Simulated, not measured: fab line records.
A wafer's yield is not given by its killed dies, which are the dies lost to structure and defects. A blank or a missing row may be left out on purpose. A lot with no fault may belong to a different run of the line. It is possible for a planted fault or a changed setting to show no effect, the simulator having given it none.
A struck lot beside a sound one || flow nand_harc || 15 out of 1302 route steps
Sound: these wafers, L113.1, L113.4, L113.6. Wafers L129.1, L129.3, L129.5 were the ones struck. The cause is given at the end.
Each step with rows lists, per side, the tool, then ch with its chambers, then its first start. Under that, the readings that differ: sound wafers || struck wafers || difference of the means || sigmas: that difference in standard deviations of wafers without a fault.
alike: readings whose means differ by less than 2 such deviations, and words and numbers that are the same on both sides. not compared: withheld readings, readings that some wafer has no value for, bounds like >300 that may hide the same value, and numbers for which the record gives no deviation and whose values overlap.
A row with sigmas, a row that says differs or no value, or rows on one side alone: a step with any of these is where the two part. Numbers that have no deviation but don't overlap get no sigmas and don't part them. A reading missing from all wafers of one side parts the sides only when that side holds two or more wafers.

NHARC_THIN_TSV_GRIND_00:
  sound on grinder-01 ch 0, day 24 04:14; struck on grinder-01 ch 0, day 31 04:07
  alike: motor_current_A
NHARC_THIN_TSV_CMP_01: polishes.
  sound on cmp-01 ch 1,2, day 24 05:29; struck on cmp-01 ch 0,2, day 31 05:46
  alike: motor_current_A
NHARC_THIN_TSV_THK_MEAS_02: measures by ir.
  sound: film_metro-02 at day 24 05:43; struck: film_metro-01 at day 31 06:01
{"reading": "thk_nm (nm)", "sound": "2808 2822 2920", "struck": "3439 3320 3187", "difference": "+465", "sigmas": "+2"}
then, 3 steps without rows for these wafers: NHARC_THIN_TSV_SRD_03; NHARC_THIN_TSV_PRECLEAN_41 (cleans in SC1); NHARC_THIN_TSV_SRD_42.
NHARC_THIN_TSV_DEP_43: deposits SiO2, target thk 1328.5 nm.
  sound on pecvd-04 ch 1,2, day 24 05:56; struck on pecvd-04 ch 0,2, day 31 06:20
  alike: throttle_valve_pct
then, 5 steps without rows for these wafers: NHARC_THIN_TSV_DEHYDRATE_04 (time 120 s); NHARC_THIN_TSV_HMDS_05 (time 30 s); NHARC_THIN_TSV_COAT_06; NHARC_THIN_TSV_SOFTBAKE_07 (time 95 s); NHARC_THIN_TSV_EBR_08.
NHARC_THIN_TSV_EXPOSE_09: exposes mask TSV.
  sound on krf_scanner-04 ch 0, day 24 06:29; struck on krf_scanner-04 ch 0, day 31 06:58
{"reading": "exposure_dose_mJ_cm2", "sound": "30.717 30.707 30.731", "struck": "27.967 27.984 27.994", "difference": -2.737, "sigmas": -94}
  alike: mask, focus_offset_nm
then, 2 steps without rows for these wafers: NHARC_THIN_TSV_PEB_10 (peb time 85 s); NHARC_END_SORT_01.

== WHERE THEY PART ==
Last at NHARC_THIN_TSV_EXPOSE_09 as far as this record goes, first at NHARC_THIN_TSV_THK_MEAS_02.

WHY: whatever the simulator had introduced
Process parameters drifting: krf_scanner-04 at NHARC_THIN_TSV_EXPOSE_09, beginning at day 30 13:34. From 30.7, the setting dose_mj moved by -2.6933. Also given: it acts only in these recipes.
